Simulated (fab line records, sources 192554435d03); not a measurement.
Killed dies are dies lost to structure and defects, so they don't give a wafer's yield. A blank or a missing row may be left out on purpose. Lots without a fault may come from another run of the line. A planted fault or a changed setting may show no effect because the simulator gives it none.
Chamber matching | flow n5_finfet | N5_BEOL_M0_SAQP_HM_DEP_111 on pecvd-03: 3 sister chambers
The step deposits SiO2 from SiH4/N2O, target thk 12 nm, time 7.2 s. 3 wafers are shown with their chamber, then 7 later ones without.

WAFERS WITH THEIR CHAMBER
wafer  | chamber | showerhead_plenum_p_Torr (Torr)
L088.3 | 1       | 8.17
L090.1 | 2       | 8.24
L090.4 | 0       | 8.11

WAFERS WITHOUT THEIR CHAMBER
wafer  | showerhead_plenum_p_Torr (Torr)
L090.5 | 8.15
L094.1 | 8.11
L094.2 | 8.24
L094.5 | 8.18
L095.2 | 8.25
L095.3 | 8.11
L095.4 | 8.25

WHICH CHAMBER EACH WENT THROUGH
wafer  | from the rows above | in truth
L090.5 | 1                   | 1
L094.1 | 0                   | 0
L094.2 | 2                   | 2
L094.5 | 1                   | 1
L095.2 | 2                   | 2
L095.3 | 0                   | 0
L095.4 | 2                   | 2
Placed correctly: 7 of 7. Can't be placed from these rows: 0. Placed wrongly: 0.
How it was worked out, from the rows above alone: a wafer's distance from a chamber is the root of the sum, over the readings, of the square of ((its reading less the chamber's mean) divided by the reading's scatter). The wafer belongs to the nearest chamber; if the next one is less than 2 further off, it can't be placed. A chamber's mean is the mean of its shown wafers. The scatter: with one shown wafer a chamber, the root of the mean of the squares of how far each hidden wafer lies from its nearest shown one.
